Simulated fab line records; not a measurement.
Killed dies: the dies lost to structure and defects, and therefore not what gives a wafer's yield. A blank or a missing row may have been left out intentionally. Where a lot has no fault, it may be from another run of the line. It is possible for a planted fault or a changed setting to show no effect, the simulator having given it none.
Matching of chambers :: flow nand_harc :: 3 sister chambers for NHARC_THIN_TSV_DEP_43 on pecvd-02
The step deposits SiO2, target thk 1328.5 nm. 3 wafers are shown with their chamber, then 8 later ones without.

== EACH WAFER AND ITS CHAMBER ==
wafer: L081.1
chamber: 2
showerhead_vpp_V (V): 1952

wafer: L081.4
chamber: 1
showerhead_vpp_V (V): 1771

wafer: L085.1
chamber: 0
showerhead_vpp_V (V): 1847

== WAFERS WITH NO CHAMBER GIVEN ==
wafer: L085.2
showerhead_vpp_V (V): 1796

wafer: L085.4
showerhead_vpp_V (V): 1931

wafer: L088.2
showerhead_vpp_V (V): 1946

wafer: L088.3
showerhead_vpp_V (V): 1872

wafer: L088.6
showerhead_vpp_V (V): 1941

wafer: L089.3
showerhead_vpp_V (V): 1863

wafer: L089.4
showerhead_vpp_V (V): 1865

wafer: L089.5
showerhead_vpp_V (V): 1787

== WHICH CHAMBER EACH ONE RAN IN ==
wafer: L085.2
from the rows above: can't be placed: 1 or 0
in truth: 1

wafer: L085.4
from the rows above: 2
in truth: 2

wafer: L088.2
from the rows above: 2
in truth: 2

wafer: L088.3
from the rows above: 0
in truth: 0

wafer: L088.6
from the rows above: 2
in truth: 2

wafer: L089.3
from the rows above: 0
in truth: 0

wafer: L089.4
from the rows above: 0
in truth: 0

wafer: L089.5
from the rows above: 1
in truth: 1
Placed correctly: 7 of 8. Can't be placed from these rows: 1 (the true chamber is among the candidates in 1). Placed wrongly: 0.
How it was worked out, from the rows above alone: a wafer's distance from a chamber is the root of the sum, over the readings, of the square of ((its reading less the chamber's mean) divided by the reading's scatter). The wafer belongs to the nearest chamber; if the next one is less than 2 further off, it can't be placed. The mean given for a chamber averages the wafers shown for that chamber. The scatter: root of mean squared gap, hidden wafer to nearest shown wafer, with one shown wafer a chamber.
